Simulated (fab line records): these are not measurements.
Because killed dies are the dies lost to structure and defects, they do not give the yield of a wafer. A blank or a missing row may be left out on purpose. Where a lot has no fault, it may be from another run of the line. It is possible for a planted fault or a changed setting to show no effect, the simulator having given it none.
fab line records | flow nandHarc
record lots=6 | wafers=16 | lastDay=25
route steps=1159 shown A_M1@1029 END@1159
lots untouched by any fault: they come from a run of this same line in which no faults occurred
startH: start of the lot's first displayed wafer, in hours after the record's first day | waitH: hours since the lot's step before | " repeats the value in the row above | L1.1+2: a single row standing in for several wafers | - value missing, or start not given | * or withheld: withheld | < > ~ a bound
route shown NAME@n: a module of which the file shows steps, and the number in the route of the first | usual: mean/standard deviation of fault-free wafers | same: alike in all rows | chamber/n: place in a boat | sites: per-site readings | _std_site: how widely they spread, as a standard deviation | _edge_site: mean of outer sites minus mean of inner sites | radiusMm: for every site, how far away it sits from the centre of the wafer | mask NAME#n: copy n | behind: the tool/chamber that last shaped the wafer | hold: why the lot went on hold/how many hours it stayed there/how the hold came to an end | device: the n, p or np transistor that did not switch | end of line: the route-end tests of the same wafers | where a step has no rows: the recipe by itself | killed: dies that structure and defects cost at the first sort, which is not the same as the wafer's yield | map: shows each die of a wafer: x if killed, . if not, _ if none is there
set.NAME: setting as actually run; set.NAME@STEP: the setting as run at that earlier step | model.NAME: the simulator's own value behind a step, which no gauge read
lots at some steps of the route; a table a step, a row a wafer
services: the hour from which a tool's chamber was out of use, counted from the record's first day as startH (under 0 if before that day), plus the number of hours and why
## steps
# step NHARC_A_M1_COAT_34
# recipe tempC=200 | timeS=65
# step NHARC_A_M1_COAT_03
# recipe spinRpm=1500 | resistThkNm=90
# step NHARC_A_M1_SOFTBAKE_04
# recipe tempC=105 | timeS=55
# step NHARC_A_M1_EBR_05
# step NHARC_A_M1_EXPOSE_06
# recipe na=1.35 | targetCdNm=120 | doseMj=75.13 | maskId=A_M1
# step NHARC_A_M1_PEB_07
# recipe pebTempC=100 | pebTimeS=65
# step NHARC_A_M1_DEVELOP_08
# recipe developTimeS=35 | devTempC=23
# step NHARC_A_M1_CD_MEAS_09
# recipe targetCdNm=120 | landingEnergyEv=500
# usual cdNm=119.7/0.67
lot.wafer | tool     | chamber | startH | waitH | cdNm
L482.1    | cdSem-02 | 0       | 447.86 | -     | 118.9
L482.4    | "        | 0       | "      | "     | 119.3
L482.6    | "        | 0       | "      | "     | 119.7
L481.3    | cdSem-03 | 0       | 448.93 | -     | 120.1
L481.5    | "        | 0       | "      | "     | 119.8
L481.6    | "        | 0       | "      | "     | 119.6
L486.6    | cdSem-01 | 0       | 470.86 | -     | 119.2
L488.2    | cdSem-03 | 0       | 492.93 | -     | 121.0
L488.5    | "        | 0       | "      | "     | 120.0
L488.6    | "        | 0       | "      | "     | 120.3
L489.2    | cdSem-01 | 0       | 494.09 | -     | 119.5
L489.4    | "        | 0       | "      | "     | 119.3
L489.5    | "        | 0       | "      | "     | 119.3
L495.2    | cdSem-03 | 0       | 545.74 | -     | 121.1
L495.4    | "        | 0       | "      | "     | 120.9
L495.6    | "        | 0       | "      | "     | 120.8
# step NHARC_A_M1_OVL_MEAS_10
# recipe pitchNm=240
# usual overlayXNm=-0.2/1 | overlayYNm=0.1/0.66
lot.wafer | tool       | chamber | startH | waitH | overlayXNm | overlayYNm
L482.1    | overlay-02 | -       | 447.95 | -     | 0.8        | -0.5
L482.4    | "          | -       | "      | "     | 0.3        | -0.6
L482.6    | "          | -       | "      | "     | 0.5        | -0.6
L481.3    | overlay-01 | -       | 449.01 | -     | 0.3        | 0.0
L481.5    | "          | -       | "      | "     | 1.0        | -0.2
L481.6    | "          | -       | "      | "     | 0.6        | -0.4
L486.6    | overlay-01 | -       | 470.94 | -     | -2.5       | 0.2
L488.2    | overlay-01 | -       | 493.03 | -     | -0.7       | -0.3
L488.5    | "          | -       | "      | "     | -1.5       | -0.7
L488.6    | "          | -       | "      | "     | -1.5       | -0.9
L489.2    | overlay-01 | -       | 494.17 | -     | -1.5       | 0.5
L489.4    | "          | -       | "      | "     | -1.5       | 0.5
L489.5    | "          | -       | "      | "     | -1.4       | 0.8
L495.2    | overlay-01 | -       | 545.83 | -     | -0.1       | -0.5
L495.4    | "          | -       | "      | "     | -0.3       | 0.2
L495.6    | "          | -       | "      | "     | -0.2       | -0.3
# step NHARC_A_M1_INSPECT_11
# usual rawDefectCount=31/14
lot.wafer | tool             | chamber | startH | waitH | rawDefectCount
L482.1    | defectInspect-02 | -       | 447.98 | 0.0   | 27
L482.4    | "                | -       | "      | "     | 44
L482.6    | "                | -       | "      | "     | 32
L481.3    | defectInspect-02 | -       | 449.05 | 0.0   | 17
L481.5    | "                | -       | "      | "     | 18
L481.6    | "                | -       | "      | "     | 21
L486.6    | defectInspect-01 | -       | 470.98 | 0.0   | 30
L488.2    | defectInspect-01 | -       | 493.06 | 0.0   | 26
L488.5    | "                | -       | "      | "     | 29
L488.6    | "                | -       | "      | "     | 29
L489.2    | defectInspect-02 | -       | 494.21 | 0.0   | 47
L489.4    | "                | -       | "      | "     | 29
L489.5    | "                | -       | "      | "     | 26
L495.2    | defectInspect-02 | -       | 545.86 | 0.0   | 49
L495.4    | "                | -       | "      | "     | 43
L495.6    | "                | -       | "      | "     | 44
# step NHARC_A_M1_DESCUM_14
# recipe timeS=3 | o2FlowSccm=200 | arFlowSccm=0 | biasPowerW=0 | chemistry=O2
# usual drypumpMotorCurrentA=6.0/0.48 | oesProductAu=0.997/0.0092 | rfVppV=57.9/0.87 | showerheadPlenumPTorr=1.92/0.084 | throttleValvePct=11.311/0.0092
lot.wafer | tool       | chamber | startH | waitH | drypumpMotorCurrentA | oesProductAu | rfHoursCounterH | rfVppV | showerheadPlenumPTorr | throttleValvePct
L482.4    | rieDiel-11 | 2       | 448.06 | 0.1   | 5.9                  | 1.000        | 2               | 58.1   | 1.83                  | 11.306
L482.1    | "          | 3       | "      | "     | 6.2                  | 1.007        | 2               | 58.2   | 1.83                  | 11.310
L482.6    | "          | 1       | "      | "     | 6.0                  | 1.010        | -               | 57.1   | 1.87                  | 11.300
L481.3    | rieDiel-11 | 0       | 449.11 | 0.1   | 6.6                  | 0.994        | 2               | 56.6   | 2.00                  | 11.301
L481.5    | "          | 0       | "      | "     | 6.6                  | 1.005        | -               | 58.7   | 2.00                  | 11.323
L481.6    | "          | 1       | "      | "     | 6.0                  | 1.006        | -               | 59.3   | 1.87                  | 11.314
L486.6    | rieDiel-11 | 0       | 471.07 | 0.1   | 6.6                  | 0.998        | -               | 57.3   | 2.00                  | 11.297
L488.2    | rieDiel-03 | 3       | 493.13 | 0.1   | 4.8                  | 1.011        | 8               | 58.8   | 1.85                  | 11.307
L488.5    | "          | 2       | "      | "     | 5.4                  | 1.006        | -               | 58.8   | 1.77                  | 11.318
L488.6    | "          | 3       | "      | "     | 4.8                  | 1.003        | -               | 57.2   | 1.85                  | 11.312
L489.4    | rieDiel-03 | 1       | 494.28 | 0.1   | 5.8                  | 0.998        | 7               | 56.4   | 2.01                  | 11.308
L489.2    | "          | 3       | "      | "     | 4.8                  | 0.999        | 8               | 56.5   | 1.85                  | 11.318
L489.5    | "          | 0       | "      | "     | 5.2                  | 0.982        | -               | 58.2   | 1.91                  | 11.292
L495.4    | rieDiel-03 | 3       | 545.93 | 0.1   | 4.8                  | 1.005        | 12              | 58.1   | 1.85                  | 11.304
L495.2    | "          | 0       | "      | "     | 5.2                  | 0.988        | 12              | 57.9   | 1.90                  | 11.314
L495.6    | "          | 3       | "      | "     | 4.8                  | 0.995        | -               | 57.2   | 1.85                  | 11.308
# step NHARC_A_M1_ETCH_35
# recipe targetDepthA=400 | overetchA=120 | timeS=43.94 | ionEnergyEv=200 | n2FlowSccm=150 | h2FlowSccm=150 | arFlowSccm=0 | rfW=400 | biasW=150 | chemistry=N2/H2
# usual drypumpMotorCurrentA=6.0/0.47 | oesProductAu=0.996/0.01 | rfVppV=430.6/2.7 | showerheadPlenumPTorr=2.04/0.092 | throttleValvePct=14.171/0.0096
lot.wafer | tool       | chamber | startH | waitH | drypumpMotorCurrentA | oesProductAu | rfHoursCounterH | rfVppV | showerheadPlenumPTorr | throttleValvePct
L482.4    | rieDiel-11 | 2       | 448.13 | 0.1   | 5.9                  | 0.981        | 2               | 427.2  | 1.95                  | 14.156
L482.1    | "          | 1       | "      | "     | 6.0                  | 0.996        | 2               | 428.1  | 2.00                  | 14.186
L482.6    | "          | 3       | "      | "     | 6.3                  | 1.014        | -               | 427.8  | 1.95                  | 14.181
L481.3    | rieDiel-11 | 1       | 449.21 | 0.1   | 6.0                  | 1.009        | 2               | 430.4  | 2.00                  | 14.178
L481.6    | "          | 2       | "      | "     | 5.9                  | 0.989        | -               | 427.4  | 1.95                  | 14.186
L481.5    | "          | 3       | "      | "     | 6.3                  | 1.018        | -               | 428.4  | 1.95                  | 14.158
L486.6    | rieDiel-11 | 1       | 471.15 | 0.1   | 6.0                  | 0.999        | -               | 429.5  | 2.00                  | 14.174
L488.2    | rieDiel-03 | 0       | 493.23 | 0.1   | 5.2                  | 0.978        | 8               | 430.7  | 2.03                  | 14.173
L488.6    | "          | 1       | "      | "     | 5.9                  | 0.990        | -               | 432.4  | 2.15                  | 14.182
L488.5    | "          | 2       | "      | "     | 5.4                  | 0.990        | -               | 426.9  | 1.88                  | 14.190
L489.4    | rieDiel-03 | 3       | 494.35 | 0.1   | 4.8                  | 1.004        | 8               | 427.6  | 1.97                  | 14.165
L489.2    | "          | 0       | "      | "     | 5.2                  | 0.984        | 8               | 428.8  | 2.03                  | 14.165
L489.5    | "          | 0       | "      | "     | 5.2                  | 0.984        | -               | 430.6  | 2.03                  | 14.166
L495.4    | rieDiel-03 | 1       | 546.01 | 0.1   | 5.9                  | 0.998        | 12              | 433.7  | 2.14                  | 14.163
L495.2    | "          | 2       | "      | "     | 5.4                  | 0.990        | 12              | 426.0  | 1.88                  | 14.163
L495.6    | "          | 1       | "      | "     | 5.8                  | 0.991        | -               | 434.3  | 2.14                  | 14.179
# step NHARC_A_M1_ETCH_15
# recipe targetDepthA=1825 | timeS=91.2 | c4f8FlowSccm=withheld | arFlowSccm=400 | rfW=600 | biasW=300 | chemistry=C4F8/Ar
# usual oesProductAu=0.948/0.025 | rfVppV=440.8/2.8
lot.wafer | tool       | chamber | startH | waitH | oesProductAu | rfHoursCounterH | rfVppV
L482.1    | rieDiel-11 | 2       | 448.22 | -     | 0.962        | 2               | 437.4
L482.4    | "          | 3       | "      | "     | 0.987        | 2               | 438.3
L482.6    | "          | 2       | "      | "     | 0.970        | -               | 437.2
L481.3    | rieDiel-11 | 3       | 449.31 | -     | 1.127        | 2               | 438.8
L481.5    | "          | 0       | "      | "     | 0.934        | -               | 444.0
L481.6    | "          | 1       | "      | "     | 0.923        | -               | 438.6
L486.6    | rieDiel-11 | 3       | 471.24 | -     | 1.196        | -               | 438.0
L488.2    | rieDiel-03 | 1       | 493.32 | -     | 0.976        | 7               | 444.4
L488.6    | "          | 2       | "      | "     | 0.963        | -               | 437.1
L488.5    | "          | 3       | "      | "     | 0.972        | -               | 439.2
L489.2    | rieDiel-03 | 2       | 494.45 | -     | 0.921        | 7               | 435.2
L489.4    | "          | 0       | "      | "     | 0.917        | 8               | 441.6
L489.5    | "          | 2       | "      | "     | 0.918        | -               | 436.7
L495.4    | rieDiel-03 | 2       | 546.09 | -     | 0.966        | 12              | 437.0
L495.2    | "          | 0       | "      | "     | 0.956        | 12              | 440.4
L495.6    | "          | 3       | "      | "     | 0.962        | -               | 438.9
# step NHARC_A_M1_CD_MEAS_16
# usual cdNm=119.8/0.9
lot.wafer | tool     | chamber | startH | waitH | cdNm
L482.1    | cdSem-01 | -       | 448.35 | -     | 118.7
L482.4    | "        | -       | "      | "     | 119.4
L482.6    | "        | -       | "      | "     | 118.9
L481.3    | cdSem-01 | -       | 449.42 | -     | 120.0
L481.5    | "        | -       | "      | "     | 119.1
L481.6    | "        | -       | "      | "     | 119.5
L486.6    | cdSem-03 | -       | 471.35 | -     | 119.5
L488.2    | cdSem-03 | -       | 493.43 | -     | 120.3
L488.5    | "        | -       | "      | "     | 120.3
L488.6    | "        | -       | "      | "     | 120.2
L489.2    | cdSem-01 | -       | 494.58 | -     | 119.4
L489.4    | "        | -       | "      | "     | 120.3
L489.5    | "        | -       | "      | "     | 118.6
L495.2    | cdSem-02 | -       | 546.23 | -     | 120.9
L495.4    | "        | -       | "      | "     | 122.0
L495.6    | "        | -       | "      | "     | 121.9
# step NHARC_END_SORT_01
# recipe tempC=25
# usual defectLimitedYield=95.4/1.8 | killedAtArray=27/11 | killedAtOther=0.7/1.1 | killedAtPeriphery=3.4/2.1 | killedDies=31/12 | killedOpen=3.6/2 | killedShort=2.0/1.3 | sort_bin_2_pct=1.5/0.71 | sort_bin_3_pct=0.25/0.22 | sort_bin_4_pct=2.9/1.2 | sortNPass=646/12 | sortRimYieldPct=95.0/2.5 | sortYieldPct=95.4/1.8
# same grossDies=677 | sort_bin_5_pct[%]=0 | sort_bin_6_pct[%]=0 | sort_bin_7_pct[%]=0 | sort_bin_8_pct[%]=0 | sortRimNGross=106.00
lot.wafer | tool      | chamber | startH | waitH | defectLimitedYield[%] | killedAtArray | killedAtOther | killedAtPeriphery | killedDies | killedOpen | killedShort | sort_bin_2_pct[%] | sort_bin_3_pct[%] | sort_bin_4_pct[%] | sortNPass | sortRimYieldPct[%] | sortYieldPct[%]
L482.1    | prober-02 | 0       | 482.63 | 2.5   | 95.7                  | 28            | 0             | 1                 | 29         | 2          | 1           | 1.5               | 0.15              | 2.7               | 648       | 94.3               | 95.7
L482.4    | prober-02 | 0       | 485.04 | 3.4   | 93.9                  | 38            | 1             | 2                 | 41         | 4          | 3           | 2.5               | 0.59              | 3.0               | 636       | 97.2               | 93.9
L482.6    | prober-02 | 0       | 486.65 | 4.0   | 94.7                  | 33            | 0             | 3                 | 36         | 7          | 4           | 1.0               | 0.30              | 4.0               | 641       | 95.3               | 94.7
L481.3    | prober-01 | 0       | 487.57 | 3.1   | 96.8                  | 18            | 0             | 4                 | 22         | 3          | 1           | 1.3               | 0                 | 1.9               | 655       | 96.2               | 96.8
L481.5    | prober-01 | 0       | 489.17 | 3.7   | 96.9                  | 18            | 0             | 3                 | 21         | 3          | 3           | 1.0               | 0.15              | 1.9               | 656       | 94.3               | 96.9
L481.6    | prober-01 | 0       | 489.98 | 4.0   | 96.5                  | 21            | 1             | 2                 | 24         | 2          | 4           | 1.6               | 0.15              | 1.8               | 653       | 93.4               | 96.5
L486.6    | prober-01 | 0       | 510.18 | 4.0   | 95.1                  | 29            | 1             | 3                 | 33         | 5          | 2           | 1.8               | 0.15              | 3.0               | 644       | 97.2               | 95.1
L488.2    | prober-01 | 0       | 533.42 | 2.8   | 96.5                  | 18            | 3             | 3                 | 24         | 2          | 1           | 1.5               | 0.30              | 1.8               | 653       | 95.3               | 96.5
L488.5    | prober-01 | 0       | 535.82 | 3.7   | 95.0                  | 26            | 1             | 7                 | 34         | 4          | 2           | 2.4               | 0.15              | 2.5               | 643       | 90.6               | 95.0
L488.6    | prober-01 | 0       | 536.63 | 4.0   | 96.8                  | 19            | 1             | 2                 | 22         | 4          | 1           | 0.9               | 0.15              | 2.2               | 655       | 92.5               | 96.8
L489.2    | prober-02 | 0       | 541.18 | 2.8   | 93.1                  | 38            | 1             | 8                 | 47         | 3          | 1           | 3.0               | 0.74              | 3.2               | 630       | 95.3               | 93.1
L489.4    | prober-02 | 0       | 542.77 | 3.4   | 95.6                  | 26            | 0             | 4                 | 30         | 2          | 3           | 2.1               | 0.30              | 2.1               | 647       | 99.1               | 95.6
L489.5    | prober-02 | 0       | 543.57 | 3.7   | 95.3                  | 28            | 1             | 3                 | 32         | 3          | 4           | 2.2               | 0.15              | 2.4               | 645       | 96.2               | 95.3
L495.2    | prober-01 | 0       | 589.10 | 2.8   | 93.6                  | 39            | 3             | 1                 | 43         | 2          | 2           | 1.6               | 0.44              | 4.3               | 634       | 93.4               | 93.6
L495.4    | prober-01 | 0       | 590.71 | 3.4   | 93.2                  | 35            | 5             | 6                 | 46         | 6          | 2           | 1.0               | 0.44              | 5.3               | 631       | 92.5               | 93.2
L495.6    | prober-01 | 0       | 592.32 | 4.0   | 94.5                  | 33            | 1             | 3                 | 37         | 5          | 3           | 1.2               | 0.44              | 3.8               | 640       | 87.7               | 94.5
# killed by level:class
L482.1 A_CHANNEL_HOLE_D1:chamberFilmFlake=16 A_STAIRCASE:chamberFilmFlake=8 P_M2:geometricParticle:open=1 A_ONON_D1:geometricParticle:open=1 A_CHANNEL_FILL_D1:geometricParticle:short=1 A_CONTACT:chamberFilmFlake=1 A_BONDPAD:chamberFilmFlake=1
L482.4 A_CHANNEL_HOLE_D1:chamberFilmFlake=22 A_STAIRCASE:chamberFilmFlake=4 A_CONTACT:geometricParticle:open=2 A_CONTACT:geometricParticle:short=2 A_ZERO_WELL:chamberFilmFlake=2 A_SGD_CUT:chamberFilmFlake=2 A_CONTACT:chamberFilmFlake=2 P_CONTACT:geometricParticle:short=1
L482.6 A_CHANNEL_HOLE_D1:chamberFilmFlake=17 A_CONTACT:chamberFilmFlake=4 A_CONTACT:geometricParticle:open=3 A_STAIRCASE:chamberFilmFlake=3 P_CONTACT:geometricParticle:short=2 A_ONON_D1:geometricParticle:open=2 A_SOURCE_PLATE:geometricParticle:short=1 A_ONON_D1:geometricParticle:short=1
L481.3 A_CHANNEL_HOLE_D1:chamberFilmFlake=5 A_STAIRCASE:chamberFilmFlake=4 A_SLIT:chamberFilmFlake=3 P_ZERO_WELL:chamberFilmFlake=2 P_CONTACT:geometricParticle:open=1 A_SOURCE_PLATE:geometricParticle:open=1 A_WL_FILL:geometricParticle:short=1 A_WL_FILL:geometricParticle:open=1
L481.5 A_SLIT:chamberFilmFlake=4 A_CONTACT:chamberFilmFlake=4 A_CONTACT:geometricParticle:short=2 A_CONTACT:geometricParticle:open=2 P_GATE:chamberFilmFlake=2 A_CHANNEL_FILL_D1:chamberFilmFlake=2 A_CHANNEL_FILL_D1:geometricParticle:short=1 A_M0:geometricParticle:open=1
L481.6 A_SLIT:chamberFilmFlake=9 A_M0:geometricParticle:short=2 A_CHANNEL_HOLE_D1:chamberFilmFlake=2 A_STAIRCASE:chamberFilmFlake=2 A_CONTACT:chamberFilmFlake=2 A_CHANNEL_FILL_D1:geometricParticle:short=1 A_CONTACT:geometricParticle:open=1 A_CONTACT:geometricParticle:short=1
L486.6 A_CHANNEL_HOLE_D1:chamberFilmFlake=22 A_CONTACT:chamberFilmFlake=3 P_GATE:geometricParticle:open=1 P_M1:geometricParticle:open=1 A_ONON_D1:geometricParticle:open=1 A_STAIRCASE:geometricParticle:short=1 A_CONTACT:geometricParticle:open=1 A_BLC:geometricParticle:short=1
L488.2 A_SLIT:chamberFilmFlake=7 A_CHANNEL_HOLE_D1:chamberFilmFlake=6 A_CONTACT:chamberFilmFlake=3 THIN_TSV:chamberFilmFlake=3 P_CONTACT:geometricParticle:short=1 P_M0:geometricParticle:open=1 A_M0:geometricParticle:open=1 P_GATE:chamberFilmFlake=1
L488.5 A_SLIT:chamberFilmFlake=11 A_CHANNEL_HOLE_D1:chamberFilmFlake=7 P_STI:chamberFilmFlake=2 P_GATE:chamberFilmFlake=2 A_STAIRCASE:chamberFilmFlake=2 A_CONTACT:chamberFilmFlake=2 P_GATE:geometricParticle:open=1 P_CONTACT:geometricParticle:open=1
L488.6 A_SLIT:chamberFilmFlake=10 A_CHANNEL_HOLE_D1:chamberFilmFlake=3 A_WL_FILL:geometricParticle:open=2 P_M1:geometricParticle:open=1 A_CONTACT:geometricParticle:short=1 A_BLC:geometricParticle:open=1 P_STI:chamberFilmFlake=1 A_STAIRCASE:chamberFilmFlake=1
L489.2 A_CHANNEL_HOLE_D1:chamberFilmFlake=32 P_ZERO_WELL:chamberFilmFlake=6 A_CONTACT:chamberFilmFlake=2 P_CONTACT:geometricParticle:open=1 A_ONON_D1:geometricParticle:open=1 A_SGD_CUT:geometricParticle:short=1 A_BLC:geometricParticle:open=1 P_GATE:chamberFilmFlake=1
L489.4 A_CHANNEL_HOLE_D1:chamberFilmFlake=18 P_ZERO_WELL:chamberFilmFlake=3 A_CONTACT:chamberFilmFlake=3 A_ONON_D1:geometricParticle:short=1 A_CHANNEL_HOLE_D1:geometricParticle:short=1 A_CHANNEL_FILL_D1:geometricParticle:short=1 A_CONTACT:geometricParticle:open=1 A_M0:geometricParticle:open=1
L489.5 A_CHANNEL_HOLE_D1:chamberFilmFlake=18 A_CONTACT:chamberFilmFlake=5 P_ZERO_WELL:chamberFilmFlake=2 P_CONTACT:geometricParticle:short=1 A_SOURCE_PLATE:geometricParticle:open=1 A_WL_FILL:geometricParticle:short=1 A_CONTACT:geometricParticle:open=1 A_CONTACT:geometricParticle:short=1
L495.2 A_SLIT:chamberFilmFlake=23 A_CHANNEL_HOLE_D1:chamberFilmFlake=6 A_CONTACT:chamberFilmFlake=4 THIN_TSV:chamberFilmFlake=3 A_WL_FILL:chamberFilmFlake=2 P_GATE:geometricParticle:open=1 A_SGD_CUT:geometricParticle:short=1 A_CONTACT:geometricParticle:short=1
L495.4 A_SLIT:chamberFilmFlake=22 A_CHANNEL_HOLE_D1:chamberFilmFlake=5 A_CONTACT:chamberFilmFlake=4 THIN_TSV:chamberFilmFlake=4 A_CONTACT:geometricParticle:open=3 P_ZERO_WELL:chamberFilmFlake=3 P_CONTACT:geometricParticle:open=2 P_GATE:geometricParticle:open=1
L495.6 A_SLIT:chamberFilmFlake=11 A_CHANNEL_HOLE_D1:chamberFilmFlake=9 A_STAIRCASE:chamberFilmFlake=3 A_CONTACT:chamberFilmFlake=3 A_CHANNEL_FILL_D1:geometricParticle:short=2 A_CONTACT:geometricParticle:open=2 P_ZERO_WELL:chamberFilmFlake=2 P_STI:geometricParticle:open=1
## services
tool       | chamber | startH | hours | kind
rieDiel-11 | 0       | 424.50 | -     | clean
rieDiel-03 | 0       | 426.20 | -     | clean
rieDiel-03 | 1       | 426.20 | -     | clean
rieDiel-03 | 2       | 426.20 | -     | clean
rieDiel-03 | 3       | 426.20 | -     | clean
rieDiel-03 | -       | 433.20 | 1.1   | repair
rieDiel-03 | 0       | 450.70 | -     | clean
rieDiel-03 | 1       | 450.70 | -     | clean
rieDiel-03 | 2       | 450.70 | -     | clean
rieDiel-03 | 3       | 450.70 | -     | clean
rieDiel-03 | 3       | 455.16 | 4.6   | repair
rieDiel-03 | 2       | 472.52 | 9.0   | repair
rieDiel-03 | 0       | 475.20 | -     | clean
rieDiel-03 | 1       | 475.20 | -     | clean
rieDiel-03 | 3       | 475.20 | -     | clean
rieDiel-03 | 0       | 499.70 | -     | clean
rieDiel-03 | 1       | 499.70 | -     | clean
rieDiel-03 | 2       | 499.70 | -     | clean
rieDiel-03 | 3       | 499.70 | -     | clean
rieDiel-03 | 0       | 524.20 | -     | clean
rieDiel-03 | 1       | 524.20 | -     | clean
rieDiel-03 | 2       | 524.20 | -     | clean
rieDiel-03 | 3       | 524.20 | -     | clean
rieDiel-11 | -       | 543.53 | 9.0   | pm
## key
firstSign step=NHARC_A_M1_ETCH_15 | reading=oesProductAu | direction=up | sigmas=8.5 | usual=0.948 | struck=1.161
effect none on later readings
metAt NHARC_A_M1_ETCH_15
struckWafers L481.3,L486.6
onsetBetween 448.22 449.31
earlierFault kind=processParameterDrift | tool=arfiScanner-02 | chamber=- | onsetH=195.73 | steps=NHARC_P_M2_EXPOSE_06 | channel=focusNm | offset=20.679 | spreadByWafer=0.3 | shape=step
fault kind=processParameterDrift | tool=rieDiel-11 | chamber=3 | onsetH=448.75 | steps=NHARC_A_M1_ETCH_15 | channel=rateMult | offset=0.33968 | shape=step
